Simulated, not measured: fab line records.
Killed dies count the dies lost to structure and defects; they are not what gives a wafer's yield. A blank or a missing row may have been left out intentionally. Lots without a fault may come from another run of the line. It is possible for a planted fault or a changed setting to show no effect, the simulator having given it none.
A struck lot beside a sound one :: flow nand-harc :: 43 steps out of a route of 1302
Sound: these wafers, L620.4, L620.5, L620.6. Struck: wafers L628.1, L628.5 (left out: L628.2, a lot-mate that was not struck); the cause follows at the end.
Each step with rows lists, per side, the tool, then ch with its chambers, then its first start. Under that, the readings that differ: sound wafers :: struck wafers :: difference of the means :: sigmas: that difference in standard deviations of wafers without a fault.
alike: readings with means less than 2 such deviations apart, plus words and numbers identical on both sides. not compared: withheld readings, readings lacking a value on some wafer, bounds such as >300 that could conceal the same value, and numbers that have no deviation in the record and whose values overlap.
Wherever a step has rows on one side only, a row that says differs or no value, or a row with sigmas, the two part there. Non-overlapping numbers with no deviation appear without sigmas and do not part them. Lack of a reading on every wafer of one side parts them only where that side has two or more wafers.

first, 1 step without rows for these wafers: NHARC_A_CONTACT_ETCH_132 (etches the open film in C4F8/O2/Ar, time 197 s, target depth 1924 nm).
NHARC_A_CONTACT_ETCH_133: etches the open film in C4F8/O2/Ar, time 374 s, target depth 1610 nm.
  sound on har-cap-etch-01 ch 0,1, day 23 21:44; struck on har-cap-etch-01 ch 0,1, day 27 01:15
  alike: chamber-pressure-mTorr
  not compared: rf-hours-counter-h
then, 2 steps without rows for these wafers: NHARC_A_CONTACT_ETCH_91 (etches the open film in CH3F/O2, target depth 40 nm, time 85.7 s); NHARC_A_CONTACT_ETCH_97 (etches the open film in C4F6/O2, target depth 20 nm, time 10 s).
NHARC_A_CONTACT_CD_MEAS_80:
  sound on cd-sem-03, day 23 22:36; struck on cd-sem-03, day 27 02:15
reading: cd-nm (nm)
sound: 288.0 289.0 288.5
struck: 289.8 290.6
difference: +1.7
sigmas: +2
then, 7 steps without rows for these wafers: NHARC_A_CONTACT_STRIP_103 (strips in N2/H2); NHARC_A_CONTACT_STRIP_104 (strips in CF4/CHF3); NHARC_A_CONTACT_STRIP_105 (strips in O2/COS); NHARC_A_CONTACT_ETCH_106 (etches the open film in CF4/O2, target depth 90 nm, overetch 9 nm, time 49.5 s); NHARC_A_CONTACT_STRIP_82 (strips in O2); NHARC_A_CONTACT_STRIP_83 (strips in post etch residue remover, time 600 s); NHARC_A_CONTACT_DEP_84 (deposits aC, target thk 2800 nm).
NHARC_A_CONTACT_DEP_85: deposits SiON, target thk 60 nm.
  sound on pecvd-04 ch 0,1,2, day 24 01:21; struck on pecvd-04 ch 0, day 27 05:37
  alike: heater-power-w
then, 10 steps without rows for these wafers: NHARC_A_CONTACT_DEHYDRATE_00 (time 120 s); NHARC_A_CONTACT_HMDS_01 (time 30 s); NHARC_A_CONTACT_COAT_86 (time 75 s); NHARC_A_CONTACT_COAT_87 (time 65 s); NHARC_A_CONTACT_COAT_02 (resist thk 90 nm); NHARC_A_CONTACT_SOFTBAKE_03 (time 55 s); NHARC_A_CONTACT_EBR_04; NHARC_A_CONTACT_EXPOSE_05 (exposes mask A CC); NHARC_A_CONTACT_PEB_06 (peb time 65 s); NHARC_A_CONTACT_DEVELOP_07 (develop time 35 s).
NHARC_A_CONTACT_CD_MEAS_08: the cd target is 200 nm.
  sound on cd-sem-01 ch 0, day 24 02:00; struck on cd-sem-01 ch 0, day 27 06:20
  alike: cd-nm
NHARC_A_CONTACT_OVL_MEAS_09:
  sound on overlay-02, day 24 02:05; struck on overlay-01, day 27 06:26
reading: overlay-y-nm (nm)
sound: 0.9 1.0 0.7
struck: -2.1 -1.6
difference: -2.7
sigmas: -3
  alike: overlay-x-nm
NHARC_A_CONTACT_INSPECT_10:
  sound on defect-inspect-01, day 24 02:07; struck on defect-inspect-02, day 27 06:28
  alike: raw-defect-count
then, 4 steps without rows for these wafers: NHARC_A_CONTACT_DESCUM_13 (chemistry O2, time 3 s); NHARC_A_CONTACT_ETCH_88 (etches the open film in CF4, target depth 39 nm, time 65 s); NHARC_A_CONTACT_ETCH_89 (etches the open film in N2/H2, target depth 260 nm, time 475.3 s); NHARC_A_CONTACT_ETCH_30 (etches the open film in CF4/CHF3, target depth 72.6 nm, time 36.3 s).
NHARC_A_CONTACT_ETCH_31: etches the open film in O2/COS, target depth 2800 nm, time 728 s.
  sound: rie-diel-06 ch 1,2; struck: rie-diel-13 ch 2,3
reading: drypump-motor-current-A (A)
sound: 5.3 5.9 5.3
struck: 6.3 6.3
difference: +0.8
sigmas: +2
  alike: chamber-pressure-mTorr, oes-product-au, rf-vpp-V, showerhead-plenum-p-Torr, throttle-valve-pct
  not compared: rf-hours-counter-h
NHARC_A_CONTACT_ETCH_134: etches the open film in C4F8/O2/Ar, time 140 s, target depth 700 nm.
  sound on har-cap-etch-01 ch 0,1, day 24 03:22; struck on har-cap-etch-01 ch 0,1, day 27 07:39
  alike: chamber-pressure-mTorr
  not compared: rf-hours-counter-h
then, 2 steps without rows for these wafers: NHARC_A_CONTACT_ETCH_135 (etches the open film in C4F8/O2/Ar, time 311 s, target depth 1912 nm); NHARC_A_CONTACT_ETCH_136 (etches the open film in C4F8/O2/Ar, time 311 s, target depth 1912 nm).
NHARC_A_CONTACT_ETCH_137: etches the open film in C4F8/O2/Ar, time 311 s, target depth 1912 nm.
  sound on har-cap-etch-01 ch 0,1, day 24 04:08; struck on har-cap-etch-01 ch 0,1, day 27 08:24
  alike: chamber-pressure-mTorr
  not compared: rf-hours-counter-h
then, 3 steps without rows for these wafers: NHARC_A_CONTACT_ETCH_138 (etches the open film in C4F8/O2/Ar, time 311 s, target depth 1914 nm); NHARC_A_CONTACT_ETCH_139 (etches the open film in C4F8/O2/Ar, time 195 s, target depth 840 nm); NHARC_A_CONTACT_ETCH_92 (etches the open film in CH3F/O2, target depth 40 nm, time 85.7 s).
NHARC_A_CONTACT_ETCH_98: etches the open film in C4F6/O2, target depth 20 nm, time 10 s.
  sound: rie-diel-04 ch 0,1,3; struck: rie-diel-13 ch 1,3
  alike: chamber-pressure-mTorr, drypump-motor-current-A, oes-product-au, rf-vpp-V, showerhead-plenum-p-Torr, throttle-valve-pct
  not compared: rf-hours-counter-h
NHARC_A_CONTACT_CD_MEAS_15:
  sound on cd-sem-03, day 24 05:22; struck on cd-sem-03, day 27 09:43
  alike: cd-nm
then, 2 steps without rows for these wafers: NHARC_A_CONTACT_STRIP_107 (strips in N2/H2); NHARC_A_CONTACT_STRIP_108 (strips in CF4/CHF3).
-- break in the record here, with 2 days between the starts of the struck wafers on either side (left off in module A_CONTACT, picked up again in module END, where the first step shown is number 1302 on the route) --
NHARC_END_SORT_01:
  sound on prober-01 ch 0, day 26 16:20; struck on prober-02 ch 0, day 29 15:43
reading: killed-at-array
sound: 84 85 78
struck: 363 337
difference: +268
sigmas: +13

reading: killed-dies
sound: 93 91 81
struck: 366 343
difference: +266
sigmas: +13
  alike: killed-at-other, killed-at-periphery, killed-open, killed-short

## WHERE THEY PART
At NHARC_A_CONTACT_CD_MEAS_80 first; at NHARC_END_SORT_01 last (within this record only).

WHY: what had been put in by the simulator
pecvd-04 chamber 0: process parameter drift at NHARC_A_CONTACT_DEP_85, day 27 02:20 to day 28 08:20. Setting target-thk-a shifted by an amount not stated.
